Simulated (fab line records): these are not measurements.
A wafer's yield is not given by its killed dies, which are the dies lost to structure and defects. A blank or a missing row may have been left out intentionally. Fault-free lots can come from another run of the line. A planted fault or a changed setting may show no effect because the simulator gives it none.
Chamber matching	flow nandHarc	NHARC_A_STAIRCASE_DEP_156 on pecvd-04: 3 sister chambers
The step deposits SiNx, target thk 50 nm. 18 wafers are shown with their chamber, then 9 later ones without.

EACH WAFER AND ITS CHAMBER
wafer	chamber	heaterPowerW (W)
L077.3	2	644
L077.4	0	719
L077.6	1	802
L075.2	2	724
L075.3	1	805
L075.5	2	700
L076.1	0	789
L076.3	2	720
L076.5	2	708
L076.2	1	840
L076.4	0	792
L076.6	1	844
L080.2	0	731
L080.3	1	820
L080.5	2	652
L084.3	1	905
L084.4	1	859
L084.6	0	779

SIGNATURES, as means of the wafers listed above
reading	chamber 0	chamber 1	chamber 2	scatter within a chamber
heaterPowerW	762.00	839.29	691.33	35
Rule: distance of a wafer from a chamber = root of the sum over the readings of ((wafer's reading minus chamber's mean) / reading's scatter) squared. The wafer belongs to the nearest chamber; if the next one is less than 2 further off, it can't be placed. The scatter: the root of (the sum of the squares of (reading less its chamber's mean) over the shown wafers, divided by (wafers less chambers)).

WAFERS WITHOUT THEIR CHAMBER
wafer	heaterPowerW (W)
L088.2	676
L088.4	775
L088.5	694
L090.2	710
L090.5	892
L090.6	698
L096.2	718
L096.5	683
L096.6	879

CHAMBER TAKEN BY EACH
wafer	from the rows above	in truth
L088.2	2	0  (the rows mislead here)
L088.4	can't be placed: 0 or 1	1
L088.5	can't be placed: 2 or 0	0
L090.2	can't be placed: 2 or 0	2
L090.5	1	1
L090.6	can't be placed: 2 or 0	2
L096.2	can't be placed: 2 or 0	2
L096.5	2	2
L096.6	1	1
Correctly placed: 3 of 9. Cannot be placed on the basis of these rows: 5; the candidates contain the true chamber in 5. Wrongly placed: 1.
